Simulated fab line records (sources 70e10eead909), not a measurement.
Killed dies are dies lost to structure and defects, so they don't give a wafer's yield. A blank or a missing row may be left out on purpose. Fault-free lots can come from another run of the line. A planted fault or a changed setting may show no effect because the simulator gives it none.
Chamber matching / flow nand_harc / rie_diel-01 running NHARC_A_CONTACT_DESCUM_74: 4 sister chambers
The step chemistry O2, time 3 s. 4 wafers are shown with their chamber, then 8 later ones without.

== WAFERS WITH THEIR CHAMBER ==
wafer=L084.4; chamber=2; showerhead_plenum_p_Torr (Torr)=1.79
wafer=L084.5; chamber=3; showerhead_plenum_p_Torr (Torr)=1.92
wafer=L084.6; chamber=0; showerhead_plenum_p_Torr (Torr)=1.79
wafer=L085.2; chamber=1; showerhead_plenum_p_Torr (Torr)=1.85

== WAFERS WHOSE CHAMBER IS MISSING ==
wafer=L085.3; showerhead_plenum_p_Torr (Torr)=1.92
wafer=L085.5; showerhead_plenum_p_Torr (Torr)=1.79
wafer=L087.1; showerhead_plenum_p_Torr (Torr)=1.79
wafer=L087.2; showerhead_plenum_p_Torr (Torr)=1.85
wafer=L087.3; showerhead_plenum_p_Torr (Torr)=1.79
wafer=L094.2; showerhead_plenum_p_Torr (Torr)=1.78
wafer=L094.4; showerhead_plenum_p_Torr (Torr)=1.78
wafer=L094.6; showerhead_plenum_p_Torr (Torr)=1.78

== EACH ONE'S CHAMBER ==
wafer=L085.3; from the rows above=3; in truth=3
wafer=L085.5; from the rows above=can't be placed: 0 or 2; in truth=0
wafer=L087.1; from the rows above=can't be placed: 0 or 2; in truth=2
wafer=L087.2; from the rows above=1; in truth=1
wafer=L087.3; from the rows above=can't be placed: 0 or 2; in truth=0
wafer=L094.2; from the rows above=can't be placed: 0 or 2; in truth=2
wafer=L094.4; from the rows above=can't be placed: 0 or 2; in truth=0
wafer=L094.6; from the rows above=can't be placed: 0 or 2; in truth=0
Placed correctly: 2 of 8. Unplaceable from these rows: 6, with the true chamber sitting among the candidates in 6. Wrongly placed: 0.
How it was worked out, from the rows above alone: a wafer's distance from a chamber is the root of the sum, over the readings, of the square of ((its reading less the chamber's mean) divided by the reading's scatter). If the next closest chamber is less than 2 further off than the closest, the wafer can't be placed; otherwise it belongs to the closest. A chamber's mean is the mean of its shown wafers. The scatter: with one shown wafer a chamber, the root of the mean of the squares of how far each hidden wafer lies from its nearest shown one.
